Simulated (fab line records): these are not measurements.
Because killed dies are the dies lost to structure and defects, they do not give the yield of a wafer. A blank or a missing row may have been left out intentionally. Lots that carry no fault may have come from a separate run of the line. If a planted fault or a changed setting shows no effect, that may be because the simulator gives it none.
Problem report, 8D (eight disciplines) form, completed by code	flow n5 finfet	the parts of the form that need people (team, actions taken, sign-off) are left out

1. WHAT WENT WRONG
Wafers with no fault read 120 s with a standard deviation of 5.7, whereas time to endpoint s at N5_BEOL_M14_CMP_49 reads a mean of 69 s on 1 wafer of 1 lot. Relative to the usual mean, that is a shift of -8.9 standard deviations.
The step: polishes, stops on SiO2, t overpolish 5.2 s, target thk 560 nm.
First seen on wafer L283.5, day 14 18:10, on cmp-01. The record holds 31 wafers of 12 lots with a number at this step. The rule behind "out" and "out of limits": a value lying over 4 standard deviations away from the usual mean. The other wafers with a number count as sound.

2. WHAT IT IS AND WHAT IT IS NOT
question	is	is not
which readings at this step	time to endpoint s	motor current A
which lots	L283	L269, L270, L272, L273, L274, L275, L276, L278, L279, L288, L292
which wafers of those lots	L283.5	L283.1, L283.2
read on which tools	cmp-01	cmp-02, cmp-03
when	from day 14 18:10	up to then (21 sound wafers); but 9 sound wafers of L279, L288, L292 came after

3. THE SUSPECTS, EACH WITH WHAT RULES IT OUT
Counting: if a tool at a process step up to the reading ran every lot that is out, it stays a suspect. Sound lots after the first of them don't rule it out here, since some wafers of a struck lot are sound.
- rie diel-04 at N5_BEOL_M14_DESCUM_33 (chemistry O2, time 7.9 s): kept. It processed L283, the lot that is out, at day 14 16:10, and its most recent sound lot before then was L278 at day 13 23:44.
- pvd sputter-01 at N5_BEOL_M14_SPUTTER_43 (material TaN, target thk 15 nm, time 24.19 s): kept. It processed L283, the lot that is out, at day 14 17:23, and its most recent sound lot before then was L275 at day 13 09:41.
- ecd cu-01 at N5_BEOL_M14_ECD_47 (material Cu, target thk 1248 nm): kept. It processed L283, the lot that is out, at day 14 17:40, and its most recent sound lot before then was L276 at day 13 12:07.
- cmp-01 at N5_BEOL_M14_CMP_49 (polishes, stops on SiO2, t overpolish 5.2 s, target thk 560 nm): kept. It processed L283, the lot that is out, at day 14 18:10, and its most recent sound lot before then was L274 at day 12 15:59. On those wafers its own readings are out: time to endpoint s.
Left after counting: rie diel-04 at N5_BEOL_M14_DESCUM_33, pvd sputter-01 at N5_BEOL_M14_SPUTTER_43, ecd cu-01 at N5_BEOL_M14_ECD_47, cmp-01 at N5_BEOL_M14_CMP_49.

4. THE CAUSE (what the simulator had put in)
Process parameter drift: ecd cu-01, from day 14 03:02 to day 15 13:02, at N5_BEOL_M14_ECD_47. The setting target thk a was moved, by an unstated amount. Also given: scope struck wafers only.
Of the 4 suspects that counting leaves, this tool is one.

5. SEQUENCE OF EFFECTS, ordered by route
Each row: a reading where the mean over the struck wafers with a number is more than 3 standard deviations away from the usual. Only readings for which the record gives a usual standard deviation are gone through. hours: the time from each lot's start at the first step in this table that gives one to its start at this step, as a median over the lots. sigmas: the change in usual standard deviations.
hours	step	reading	usual	on struck wafers	change	sigmas
0	N5_BEOL_M14_CMP_49	time to endpoint s	120 s	69	-51	-8.9
It contains these process steps:
- N5_BEOL_M14_CMP_49: polishes, stops on SiO2, t overpolish 5.2 s, target thk 560 nm.
Readings that are blank on the struck wafers while sound wafers have them: pad life wafers at N5_BEOL_M14_CMP_49.
At these later measuring or inspecting steps, every struck wafer for which the step has a row has a number for every such reading, and none has moved that far: N5_BEOL_M14_INSPECT_55.

6. HOW IT WOULD HAVE BEEN CAUGHT EARLIER
The fault began at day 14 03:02; the first out-of-limits reading in this record came at day 14 18:10, 15 hours later.
Each of the lots that are out, 1 in all, had begun N5_BEOL_M14_ECD_47 on ecd cu-01 no later than day 14 18:10. Holding the tool at that point would not have protected any of them.
